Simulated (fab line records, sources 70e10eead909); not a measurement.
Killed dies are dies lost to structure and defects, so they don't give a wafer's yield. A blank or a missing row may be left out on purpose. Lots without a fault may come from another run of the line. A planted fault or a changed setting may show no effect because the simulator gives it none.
Which tool did it? | flow nand_harc | 23 lots, 69 wafers sampled, at 6 steps of a route of 1302

WHAT THE GAUGES READ, wafer by wafer
The record holds no reading of a measuring or inspecting step that can be judged against a usual standard deviation.

WHICH TOOL RAN EACH LOT (tool, then ch and the chambers of the sampled wafers, then the start)
lot  | NHARC_A_STAIRCASE_TRIM_12          | NHARC_A_STAIRCASE_ETCH_19                     | NHARC_A_STAIRCASE_TRIM_22                     | NHARC_A_STAIRCASE_TRIM_26                     | NHARC_A_STAIRCASE_STRIP_175          | NHARC_A_STAIRCASE_TRIM_191
L074 | rie_diel-09 ch 1,2,3, day 15 20:28 | rie_diel-09 ch 0,1,2, day 16 01:22 or earlier | rie_diel-09 ch 1,2,3, day 16 01:22 or earlier | rie_diel-09 ch 0,2,3, day 16 01:22 or earlier | plasma_asher-01 ch 0,1, day 16 01:22 | rie_diel-09 ch 0,3, no start
L075 | rie_diel-04 ch 1,2,3, day 16 11:35 | rie_diel-04 ch 0,1,2, day 16 13:40 or earlier | rie_diel-04 ch 0,2,3, day 16 13:40 or earlier | rie_diel-04 ch 1,2,3, day 16 13:40 or earlier | plasma_asher-02 ch 0,1, day 16 13:40 | rie_diel-09 ch 0,1, no start
L077 | rie_diel-09 ch 0,1,2, day 16 16:40 | rie_diel-09 ch 0,1, day 16 18:55 or earlier   | rie_diel-08 ch 1,2,3, day 16 18:55 or earlier | rie_diel-08 ch 2,3, day 16 18:55 or earlier   | plasma_asher-02 ch 0,1, day 16 18:55 | rie_diel-09 ch 0,1,2, no start
L076 | rie_diel-08 ch 0,1,3, day 17 07:28 | rie_diel-08 ch 0,1,2, day 17 09:36 or earlier | rie_diel-08 ch 1,3, day 17 09:36 or earlier   | rie_diel-08 ch 1,2,3, day 17 09:36 or earlier | plasma_asher-02 ch 0,1, day 17 09:36 | rie_diel-04 ch 0,2,3, no start
L078 | rie_diel-08 ch 0,2,3, day 17 19:26 | rie_diel-08 ch 1,2,3, day 17 21:41 or earlier | rie_diel-08 ch 0,3, day 17 21:41 or earlier   | rie_diel-08 ch 0,3, day 17 21:41 or earlier   | plasma_asher-01 ch 0,1, day 17 21:41 | rie_diel-09 ch 1,2, no start
L079 | rie_diel-09 ch 2,3, day 17 19:35   | rie_diel-09 ch 0,1,3, day 17 21:43 or earlier | rie_diel-04 ch 0,3, day 17 21:43 or earlier   | rie_diel-04 ch 0,2, day 17 21:43 or earlier   | plasma_asher-02 ch 0,1, day 17 21:43 | rie_diel-09 ch 0,1,2, no start
L080 | rie_diel-08 ch 1,2, day 17 21:55   | rie_diel-08 ch 1,2,3, day 18 00:05 or earlier | rie_diel-08 ch 0,2,3, day 18 00:05 or earlier | rie_diel-08 ch 0,1, day 18 00:05 or earlier   | plasma_asher-02 ch 0,1, day 18 00:05 | rie_diel-08 ch 1,2,3, no start
L081 | rie_diel-09 ch 0,1,2, day 17 22:19 | rie_diel-09 ch 0,1, day 18 01:43 or earlier   | rie_diel-04 ch 0,1,2, day 18 01:43 or earlier | rie_diel-04 ch 0,3, day 18 01:43 or earlier   | plasma_asher-01 ch 0,1, day 18 01:43 | rie_diel-08 ch 1,2,3, no start
L082 | rie_diel-04 ch 0,2,3, day 19 10:37 | rie_diel-04 ch 1,2,3, day 19 12:44 or earlier | rie_diel-04 ch 0,1,3, day 19 12:44 or earlier | rie_diel-04 ch 0,1,2, day 19 12:44 or earlier | plasma_asher-01 ch 0,1, day 19 12:44 | rie_diel-04 ch 0,1,3, no start
L083 | rie_diel-09 ch 0,1,2, day 19 14:19 | rie_diel-09 ch 0,1, day 19 16:27 or earlier   | rie_diel-09 ch 1,2,3, day 19 16:27 or earlier | rie_diel-09 ch 0,3, day 19 16:27 or earlier   | plasma_asher-01 ch 0,1, day 19 16:27 | rie_diel-09 ch 1,2, no start
L084 | rie_diel-09 ch 0,1,2, day 19 20:33 | rie_diel-09 ch 0,1, day 19 22:43 or earlier   | rie_diel-08 ch 0,2,3, day 19 22:43 or earlier | rie_diel-08 ch 0,2, day 19 22:43 or earlier   | plasma_asher-02 ch 0,1, day 19 22:43 | rie_diel-04 ch 0,1,3, no start
L086 | rie_diel-09 ch 0,1,3, day 21 10:09 | rie_diel-09 ch 1,2,3, day 21 12:15 or earlier | rie_diel-04 ch 0,1,2, day 21 12:15 or earlier | rie_diel-04 ch 0,2,3, day 21 12:15 or earlier | plasma_asher-01 ch 0,1, day 21 12:15 | rie_diel-09 ch 0,1,2, no start
L089 | rie_diel-04 ch 0,3, day 22 01:22   | rie_diel-04 ch 2,3, day 22 03:49 or earlier   | rie_diel-09 ch 0,1,2, day 22 03:49 or earlier | rie_diel-09 ch 0,1,2, day 22 03:49 or earlier | plasma_asher-02 ch 0,1, day 22 03:49 | rie_diel-04 ch 0,3, no start
L088 | rie_diel-04 ch 1,2,3, day 22 01:43 | rie_diel-04 ch 0,1, day 22 04:17 or earlier   | rie_diel-04 ch 0,1,2, day 22 04:17 or earlier | rie_diel-04 ch 0,1, day 22 04:17 or earlier   | plasma_asher-01 ch 0,1, day 22 04:17 | rie_diel-08 ch 0,1, no start
L087 | rie_diel-04 ch 1,2,3, day 22 01:58 | rie_diel-04 ch 0,1, day 22 04:31 or earlier   | rie_diel-08 ch 0,3, day 22 04:31 or earlier   | rie_diel-08 ch 2,3, day 22 04:31 or earlier   | plasma_asher-01 ch 0,1, day 22 04:31 | rie_diel-09 ch 0,1,3, no start
L090 | rie_diel-08 ch 0,1,3, day 22 09:44 | rie_diel-08 ch 1,3, day 22 13:13 or earlier   | rie_diel-08 ch 0,2,3, day 22 13:13 or earlier | rie_diel-08 ch 1,2,3, day 22 13:13 or earlier | plasma_asher-01 ch 0, day 22 13:13   | rie_diel-04 ch 1,2,3, no start
L091 | rie_diel-08 ch 0,2,3, day 23 02:28 | rie_diel-08 ch 0,1,2, day 23 04:35 or earlier | rie_diel-08 ch 0,1,2, day 23 04:35 or earlier | rie_diel-08 ch 0,1,3, day 23 04:35 or earlier | plasma_asher-02 ch 0,1, day 23 04:35 | rie_diel-09 ch 0,1,2, no start
L092 | rie_diel-08 ch 1,2,3, day 23 07:49 | rie_diel-08 ch 0,2,3, day 23 10:06 or earlier | rie_diel-09 ch 1,3, day 23 10:06 or earlier   | rie_diel-09 ch 0,1,3, day 23 10:06 or earlier | plasma_asher-02 ch 0,1, day 23 10:06 | rie_diel-09 ch 0,1, no start
L093 | rie_diel-08 ch 0,1,3, day 23 16:30 | rie_diel-09 ch 0,1,3, day 23 18:51 or earlier | rie_diel-09 ch 0,3, day 23 18:51 or earlier   | rie_diel-09 ch 0,1,2, day 23 18:51 or earlier | plasma_asher-02 ch 0,1, day 23 18:51 | rie_diel-04 ch 0,1,3, no start
L094 | rie_diel-09 ch 1,2,3, day 23 16:58 | rie_diel-09 ch 0,1,3, day 23 19:19 or earlier | rie_diel-04 ch 1,2,3, day 23 19:19 or earlier | rie_diel-04 ch 0,1,2, day 23 19:19 or earlier | plasma_asher-02 ch 0,1, day 23 19:19 | rie_diel-09 ch 0,1,2, no start
L095 | rie_diel-09 ch 0,1,3, day 24 15:11 | rie_diel-09 ch 0,1,3, day 24 17:16 or earlier | rie_diel-04 ch 1,2,3, day 24 17:16 or earlier | rie_diel-04 ch 0,1,2, day 24 17:16 or earlier | plasma_asher-01 ch 0,1, day 24 17:16 | rie_diel-09 ch 0,1,3, no start
L096 | rie_diel-04 ch 2,3, day 25 08:34   | rie_diel-04 ch 1,2,3, day 25 10:40 or earlier | rie_diel-09 ch 0,3, day 25 10:40 or earlier   | rie_diel-09 ch 0,1,3, day 25 10:40 or earlier | plasma_asher-02 ch 0,1, day 25 10:40 | rie_diel-04 ch 1,2,3, no start
L097 | rie_diel-08 ch 1,2,3, day 25 23:03 | rie_diel-08 ch 1,3, day 26 01:08 or earlier   | rie_diel-09 ch 1,3, day 26 01:08 or earlier   | rie_diel-09 ch 1,2,3, day 26 01:08 or earlier | plasma_asher-02 ch 0,1, day 26 01:08 | rie_diel-09 ch 1,2,3, no start
- NHARC_A_STAIRCASE_TRIM_12: chemistry O2, time 211.2 s.
- NHARC_A_STAIRCASE_ETCH_19: etches the open film in C4F8/O2, target depth 100 nm, time 40.5 s.
- NHARC_A_STAIRCASE_TRIM_22: chemistry O2, time 211.2 s.
- NHARC_A_STAIRCASE_TRIM_26: chemistry O2, time 211.2 s.
- NHARC_A_STAIRCASE_STRIP_175: strips in O2.
- NHARC_A_STAIRCASE_TRIM_191: chemistry O2, time 211.2 s.

WHAT THE TOOLS THEMSELVES READ (means of the sampled wafers that have a number; where no wafer has one, the mark that the record gives instead)
NHARC_A_STAIRCASE_TRIM_12. Usual: drypump_motor_current_A 5.5 A, standard deviation 0.44; oes_product_au 1.000 a.u., standard deviation 0.0077; rf_vpp_V 57.9 V, standard deviation 0.9; showerhead_plenum_p_Torr 3.55 Torr, standard deviation 0.15; throttle_valve_pct 17.036 %, standard deviation 0.01.
lot  | tool        | drypump_motor_current_A (A) | oes_product_au (a.u.) | rf_vpp_V (V) | showerhead_plenum_p_Torr (Torr) | throttle_valve_pct (%) | flag
L074 | rie_diel-09 | 5.7                         | 1.001                 | 57.8         | 3.61                            | 17.041                 |
L075 | rie_diel-04 | 5.4                         | 1.000                 | 57.2         | 3.69                            | 17.029                 |
L077 | rie_diel-09 | 5.4                         | 1.004                 | 57.7         | 3.52                            | 17.041                 |
L076 | rie_diel-08 | 5.5                         | 1.005                 | 57.6         | 3.57                            | 17.039                 |
L078 | rie_diel-08 | 5.3                         | 0.998                 | 57.1         | 3.42                            | 17.037                 |
L079 | rie_diel-09 | 5.4                         | 1.004                 | 57.4         | 3.61                            | 17.036                 |
L080 | rie_diel-08 | 5.5                         | 0.993                 | 57.5         | 3.51                            | 17.033                 |
L081 | rie_diel-09 | 5.4                         | 0.999                 | 58.0         | 3.52                            | 17.030                 |
L082 | rie_diel-04 | 5.7                         | 1.003                 | 58.0         | 3.57                            | 17.038                 |
L083 | rie_diel-09 | 5.4                         | 0.999                 | 57.6         | 3.51                            | 17.045                 |
L084 | rie_diel-09 | 5.4                         | 0.997                 | 57.3         | 3.51                            | 17.036                 |
L086 | rie_diel-09 | 5.9                         | 0.993                 | 57.8         | 3.52                            | 17.040                 |
L089 | rie_diel-04 | 5.8                         | 1.000                 | 57.1         | 3.66                            | 17.038                 |
L088 | rie_diel-04 | 5.5                         | 1.001                 | 58.2         | 3.67                            | 17.030                 |
L087 | rie_diel-04 | 5.4                         | 1.001                 | 58.1         | 3.67                            | 17.033                 |
L090 | rie_diel-08 | 5.5                         | 1.001                 | 58.5         | 3.54                            | 17.030                 |
L091 | rie_diel-08 | 5.3                         | 0.993                 | 58.1         | 3.40                            | 17.039                 |
L092 | rie_diel-08 | 5.5                         | 1.000                 | 58.5         | 3.55                            | 17.049                 |
L093 | rie_diel-08 | 5.6                         | 0.998                 | 58.3         | 3.54                            | 17.036                 |
L094 | rie_diel-09 | 5.7                         | 1.009                 | 57.9         | 3.57                            | 17.035                 |
L095 | rie_diel-09 | 5.9                         | 1.000                 | 58.2         | 3.51                            | 17.042                 |
L096 | rie_diel-04 | 5.7                         | 1.002                 | 56.9         | 3.56                            | 17.037                 |
L097 | rie_diel-08 | 5.6                         | 0.995                 | 57.7         | 3.54                            | 17.036                 |

NHARC_A_STAIRCASE_ETCH_19. Usual: oes_product_au 0.942 a.u., standard deviation 0.01; rf_vpp_V 896 V, standard deviation 5.2.
lot  | tool        | oes_product_au (a.u.) | rf_vpp_V (V) | flag
L074 | rie_diel-09 | 0.953                 | 895          |
L075 | rie_diel-04 | 0.945                 | 897          |
L077 | rie_diel-09 | 0.946                 | 893          |
L076 | rie_diel-08 | 0.949                 | 896          |
L078 | rie_diel-08 | 0.931                 | 897          |
L079 | rie_diel-09 | 0.939                 | 896          |
L080 | rie_diel-08 | 0.944                 | 897          |
L081 | rie_diel-09 | 0.939                 | 893          |
L082 | rie_diel-04 | 0.943                 | 902          |
L083 | rie_diel-09 | 0.955                 | 893          |
L084 | rie_diel-09 | 0.937                 | 895          |
L086 | rie_diel-09 | 0.939                 | 898          |
L089 | rie_diel-04 | 0.938                 | 901          |
L088 | rie_diel-04 | 0.935                 | 900          |
L087 | rie_diel-04 | 0.952                 | 895          |
L090 | rie_diel-08 | 0.926                 | 899          |
L091 | rie_diel-08 | 0.945                 | 895          |
L092 | rie_diel-08 | 0.945                 | 891          |
L093 | rie_diel-09 | 0.943                 | 895          |
L094 | rie_diel-09 | 0.933                 | 895          |
L095 | rie_diel-09 | 0.947                 | 895          |
L096 | rie_diel-04 | 0.949                 | 900          |
L097 | rie_diel-08 | 0.939                 | 899          |

NHARC_A_STAIRCASE_TRIM_22. Usual: drypump_motor_current_A 5.5 A, standard deviation 0.44; oes_product_au 1.002 a.u., standard deviation 0.0066; rf_vpp_V 57.8 V, standard deviation 0.88; showerhead_plenum_p_Torr 3.54 Torr, standard deviation 0.15; throttle_valve_pct 17.036 %, standard deviation 0.01.
lot  | tool        | drypump_motor_current_A (A) | oes_product_au (a.u.) | rf_vpp_V (V) | showerhead_plenum_p_Torr (Torr) | throttle_valve_pct (%) | flag
L074 | rie_diel-09 | 5.6                         | 1.002                 | 57.2         | 3.61                            | 17.035                 |
L075 | rie_diel-04 | 5.7                         | 0.999                 | 58.1         | 3.58                            | 17.027                 |
L077 | rie_diel-08 | 5.5                         | 0.998                 | 57.7         | 3.57                            | 17.037                 |
L076 | rie_diel-08 | 5.5                         | 0.997                 | 58.1         | 3.62                            | 17.038                 |
L078 | rie_diel-08 | 5.3                         | 0.998                 | 57.0         | 3.47                            | 17.037                 |
L079 | rie_diel-04 | 5.8                         | 1.002                 | 57.8         | 3.55                            | 17.032                 |
L080 | rie_diel-08 | 5.3                         | 1.003                 | 57.5         | 3.42                            | 17.038                 |
L081 | rie_diel-04 | 5.4                         | 1.004                 | 57.3         | 3.56                            | 17.041                 |
L082 | rie_diel-04 | 5.5                         | 1.001                 | 58.7         | 3.66                            | 17.029                 |
L083 | rie_diel-09 | 5.6                         | 1.005                 | 58.5         | 3.59                            | 17.037                 |
L084 | rie_diel-08 | 5.3                         | 1.004                 | 57.6         | 3.41                            | 17.033                 |
L086 | rie_diel-04 | 5.4                         | 1.000                 | 58.1         | 3.55                            | 17.039                 |
L089 | rie_diel-09 | 5.4                         | 0.999                 | 57.7         | 3.50                            | 17.032                 |
L088 | rie_diel-04 | 5.4                         | 1.002                 | 58.7         | 3.55                            | 17.026                 |
L087 | rie_diel-08 | 5.3                         | 0.991                 | 57.3         | 3.40                            | 17.038                 |
L090 | rie_diel-08 | 5.3                         | 1.004                 | 57.4         | 3.40                            | 17.038                 |
L091 | rie_diel-08 | 5.6                         | 1.004                 | 57.9         | 3.49                            | 17.032                 |
L092 | rie_diel-09 | 5.9                         | 1.001                 | 57.2         | 3.56                            | 17.034                 |
L093 | rie_diel-09 | 6.0                         | 1.001                 | 58.1         | 3.47                            | 17.041                 |
L094 | rie_diel-04 | 5.4                         | 0.997                 | 58.4         | 3.66                            | 17.030                 |
L095 | rie_diel-04 | 5.4                         | 1.007                 | 57.6         | 3.66                            | 17.041                 |
L096 | rie_diel-09 | 6.3                         | 0.998                 | 57.7         | 3.54                            | 17.032                 |
L097 | rie_diel-09 | 5.9                         | 1.000                 | 57.4         | 3.55                            | 17.048                 |

NHARC_A_STAIRCASE_TRIM_26. Usual: drypump_motor_current_A 5.6 A, standard deviation 0.46; oes_product_au 1.000 a.u., standard deviation 0.0075; rf_vpp_V 58.0 V, standard deviation 0.84; showerhead_plenum_p_Torr 3.56 Torr, standard deviation 0.16; throttle_valve_pct 17.035 %, standard deviation 0.0092.
lot  | tool        | drypump_motor_current_A (A) | oes_product_au (a.u.) | rf_vpp_V (V) | showerhead_plenum_p_Torr (Torr) | throttle_valve_pct (%) | flag
L074 | rie_diel-09 | 5.7                         | 1.001                 | 58.5         | 3.56                            | 17.045                 |
L075 | rie_diel-04 | 5.4                         | 1.001                 | 58.0         | 3.69                            | 17.040                 |
L077 | rie_diel-08 | 5.3                         | 1.005                 | 57.2         | 3.43                            | 17.034                 |
L076 | rie_diel-08 | 5.5                         | 0.995                 | 57.2         | 3.57                            | 17.038                 |
L078 | rie_diel-08 | 5.3                         | 0.995                 | 58.0         | 3.42                            | 17.032                 |
L079 | rie_diel-04 | 5.6                         | 0.999                 | 57.6         | 3.46                            | 17.036                 |
L080 | rie_diel-08 | 5.6                         | 0.992                 | 58.4         | 3.51                            | 17.029                 |
L081 | rie_diel-04 | 5.8                         | 1.002                 | 57.8         | 3.68                            | 17.032                 |
L082 | rie_diel-04 | 5.4                         | 1.002                 | 58.1         | 3.56                            | 17.036                 |
L083 | rie_diel-09 | 6.3                         | 1.007                 | 58.5         | 3.57                            | 17.033                 |
L084 | rie_diel-08 | 5.3                         | 0.987                 | 57.1         | 3.35                            | 17.032                 |
L086 | rie_diel-04 | 5.7                         | 1.008                 | 58.1         | 3.56                            | 17.045                 |
L089 | rie_diel-09 | 5.4                         | 0.993                 | 58.4         | 3.50                            | 17.042                 |
L088 | rie_diel-04 | 5.4                         | 1.008                 | 57.5         | 3.53                            | 17.038                 |
L087 | rie_diel-08 | 5.2                         | 0.996                 | 57.7         | 3.46                            | 17.033                 |
L090 | rie_diel-08 | 5.5                         | 0.997                 | 57.9         | 3.55                            | 17.036                 |
L091 | rie_diel-08 | 5.5                         | 0.997                 | 58.3         | 3.54                            | 17.031                 |
L092 | rie_diel-09 | 6.0                         | 0.999                 | 57.6         | 3.51                            | 17.041                 |
L093 | rie_diel-09 | 5.4                         | 1.000                 | 58.5         | 3.49                            | 17.034                 |
L094 | rie_diel-04 | 5.4                         | 1.002                 | 58.6         | 3.54                            | 17.030                 |
L095 | rie_diel-04 | 5.4                         | 1.009                 | 57.6         | 3.53                            | 17.047                 |
L096 | rie_diel-09 | 6.0                         | 1.004                 | 58.5         | 3.50                            | 17.025                 |
L097 | rie_diel-09 | 5.7                         | 0.998                 | 58.0         | 3.56                            | 17.053                 |

NHARC_A_STAIRCASE_STRIP_175. Usual: drypump_motor_current_A 5.8 A, standard deviation 0.33; heater_power_w 351 W, standard deviation 39.
lot  | tool            | drypump_motor_current_A (A) | heater_power_w (W) | flag
L074 | plasma_asher-01 | 5.7                         | 331                |
L075 | plasma_asher-02 | 5.7                         | 377                |
L077 | plasma_asher-02 | 5.7                         | 379                |
L076 | plasma_asher-02 | 5.7                         | 380                |
L078 | plasma_asher-01 | 5.7                         | 329                |
L079 | plasma_asher-02 | 5.7                         | 397                |
L080 | plasma_asher-02 | 5.7                         | 375                |
L081 | plasma_asher-01 | 5.7                         | 321                |
L082 | plasma_asher-01 | 6.1                         | 314                |
L083 | plasma_asher-01 | 6.1                         | 310                |
L084 | plasma_asher-02 | 5.8                         | 375                |
L086 | plasma_asher-01 | 6.0                         | 311                |
L089 | plasma_asher-02 | 5.7                         | 365                |
L088 | plasma_asher-01 | 6.1                         | 310                |
L087 | plasma_asher-01 | 6.0                         | 313                |
L090 | plasma_asher-01 | 5.4                         | 344                |
L091 | plasma_asher-02 | 5.8                         | 381                |
L092 | plasma_asher-02 | 5.7                         | 359                |
L093 | plasma_asher-02 | 5.8                         | 383                |
L094 | plasma_asher-02 | 5.7                         | 359                |
L095 | plasma_asher-01 | 6.0                         | 319                |
L096 | plasma_asher-02 | 5.7                         | 357                |
L097 | plasma_asher-02 | 5.7                         | 353                |

NHARC_A_STAIRCASE_TRIM_191. Usual: drypump_motor_current_A 5.6 A, standard deviation 0.5; oes_product_au 1.000 a.u., standard deviation 0.007; rf_vpp_V 57.8 V, standard deviation 0.84; showerhead_plenum_p_Torr 3.56 Torr, standard deviation 0.13; throttle_valve_pct 17.036 %, standard deviation 0.0088.
lot  | tool        | drypump_motor_current_A (A) | oes_product_au (a.u.) | rf_vpp_V (V) | showerhead_plenum_p_Torr (Torr) | throttle_valve_pct (%) | flag
L074 | rie_diel-09 | 6.2                         | 1.008                 | 57.4         | 3.58                            | 17.042                 |
L075 | rie_diel-09 | 5.7                         | 1.002                 | 57.3         | 3.51                            | 17.038                 |
L077 | rie_diel-09 | 5.4                         | 1.001                 | 57.7         | 3.52                            | 17.037                 |
L076 | rie_diel-04 | 5.7                         | 0.999                 | 59.1         | 3.57                            | 17.037                 |
L078 | rie_diel-09 | 5.4                         | 1.000                 | 58.4         | 3.56                            | 17.044                 |
L079 | rie_diel-09 | 5.4                         | 1.000                 | 57.6         | 3.52                            | 17.040                 |
L080 | rie_diel-08 | 5.5                         | 0.999                 | 57.7         | 3.57                            | 17.038                 |
L081 | rie_diel-08 | 5.5                         | 0.995                 | 58.1         | 3.57                            | 17.039                 |
L082 | rie_diel-04 | 5.5                         | 1.002                 | 58.0         | 3.66                            | 17.039                 |
L083 | rie_diel-09 | 5.3                         | 0.999                 | 57.9         | 3.55                            | 17.035                 |
L084 | rie_diel-04 | 5.5                         | 0.997                 | 58.0         | 3.66                            | 17.039                 |
L086 | rie_diel-09 | 5.4                         | 1.003                 | 57.4         | 3.50                            | 17.038                 |
L089 | rie_diel-04 | 5.8                         | 1.002                 | 58.7         | 3.54                            | 17.040                 |
L088 | rie_diel-08 | 5.8                         | 0.998                 | 57.7         | 3.63                            | 17.041                 |
L087 | rie_diel-09 | 5.9                         | 0.991                 | 58.3         | 3.52                            | 17.035                 |
L090 | rie_diel-04 | 5.4                         | 1.004                 | 58.0         | 3.66                            | 17.038                 |
L091 | rie_diel-09 | 5.4                         | 1.004                 | 57.8         | 3.49                            | 17.037                 |
L092 | rie_diel-09 | 5.7                         | 0.995                 | 58.3         | 3.48                            | 17.036                 |
L093 | rie_diel-04 | 5.5                         | 0.991                 | 59.0         | 3.64                            | 17.038                 |
L094 | rie_diel-09 | 5.4                         | 0.997                 | 58.1         | 3.49                            | 17.033                 |
L095 | rie_diel-09 | 6.0                         | 1.005                 | 58.4         | 3.51                            | 17.041                 |
L096 | rie_diel-04 | 5.5                         | 1.001                 | 58.1         | 3.65                            | 17.045                 |
L097 | rie_diel-09 | 5.6                         | 1.003                 | 57.6         | 3.56                            | 17.035                 |

THE ANSWER, worked out from the rows above alone
Rule: a lot is off if the mean of its wafers that have a number lies more than 3 standard deviations from the usual mean. A lot without any number at a reading at which 4 lots or more have one is off too. The other lots that the step has rows for count as sound. The gauges are gone through in route order, then the tools' own readings, and for those a lot's mean is taken as printed above. The first step at which some lot is off is used, and at that step the reading that is off furthest; a lot without a number counts as furthest.
No lot is off at any reading shown: from this, nothing can be told.

WHAT THE SIMULATOR HAD PUT IN
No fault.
